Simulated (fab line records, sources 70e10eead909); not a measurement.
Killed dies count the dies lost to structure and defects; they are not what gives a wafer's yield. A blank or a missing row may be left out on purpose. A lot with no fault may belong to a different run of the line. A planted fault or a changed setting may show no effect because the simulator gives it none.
The tool behind it: which one? ; flow nand-harc ; 21 wafers from 7 lots sampled at 3 of the route's 1302 steps

== WHAT THE GAUGES SHOWED, per wafer ==
NHARC_A_ONON_D1_THK_MEAS_08: measures by ellipsometry.
lot;measured;on;thk-nm (nm)
L662;day 8 08:53;film-metro-02;998 998 998
L664;day 9 05:33;film-metro-01;992 991 990
L667;day 10 03:33;film-metro-01;996 997 996
L669;day 11 07:46;film-metro-01;1008 1005 1008
L673;day 12 13:50;film-metro-01;1008 1009 1008
L677;day 14 11:19;film-metro-02;1662 1662 1661
L684;day 17 08:08;film-metro-01;1017 1017 1017

== TOOL THAT RAN EACH LOT (tool first, then ch and the chambers of the sampled wafers, then the start) ==
lot;NHARC_A_ZERO_WELL_RTA_16;NHARC_A_ONON_D1_DEP_06
L662;rtp-anneal-02 ch 0, day 7 10:32;pecvd-onon-03 ch 0, day 8 08:29
L664;rtp-anneal-02 ch 0, day 8 06:46;pecvd-onon-01 ch 0, day 9 05:02
L667;rtp-anneal-02 ch 0, day 9 06:11;pecvd-onon-01 ch 0, day 10 03:02
L669;rtp-anneal-02 ch 0, day 10 05:44;pecvd-onon-02 ch 0, day 11 07:15
L673;rtp-anneal-01 ch 0, day 11 15:41;pecvd-onon-02 ch 0, day 12 13:27
L677;rtp-anneal-02 ch 0, day 13 10:52;pecvd-onon-01 ch 0, day 14 10:49
L684;rtp-anneal-02 ch 0, day 16 07:50;pecvd-onon-03 ch 0, day 17 07:37
- NHARC_A_ZERO_WELL_RTA_16: time 10 s.
- NHARC_A_ONON_D1_DEP_06: target thk 1000 nm.

== THE ANSWER, worked out from the rows above alone ==
Rule: usual is defined by the lots themselves. The widest of any qualifying gaps counts: lots, ordered by their means at a reading, are off when they make up no more than a third of the lots, leave a main group of 4 or more, and stand apart from it by 3 or more times the standard deviation of that group's means. If all means in a main group match to the digits the tables above print for the reading, that group is not used. A lot without any number at a reading at which 4 lots or more have one is off too. Any other lot the step has rows for is counted as sound.
Off, at NHARC_A_ONON_D1_THK_MEAS_08 on thk-nm: L677. For the main group the mean is 1003 nm and the standard deviation 8.7.
If a tool, at a process step before that reading, ran all the lots that are off and no sound lot after the first of them, it fits. Those tools and the gauges at NHARC_A_ONON_D1_THK_MEAS_08 are tried in the same way. This does not decide it: 2 tools fit, namely pecvd-onon-01 at NHARC_A_ONON_D1_DEP_06 and film-metro-02 at NHARC_A_ONON_D1_THK_MEAS_08.

== WHAT HAD BEEN PUT IN BY THE SIMULATOR ==
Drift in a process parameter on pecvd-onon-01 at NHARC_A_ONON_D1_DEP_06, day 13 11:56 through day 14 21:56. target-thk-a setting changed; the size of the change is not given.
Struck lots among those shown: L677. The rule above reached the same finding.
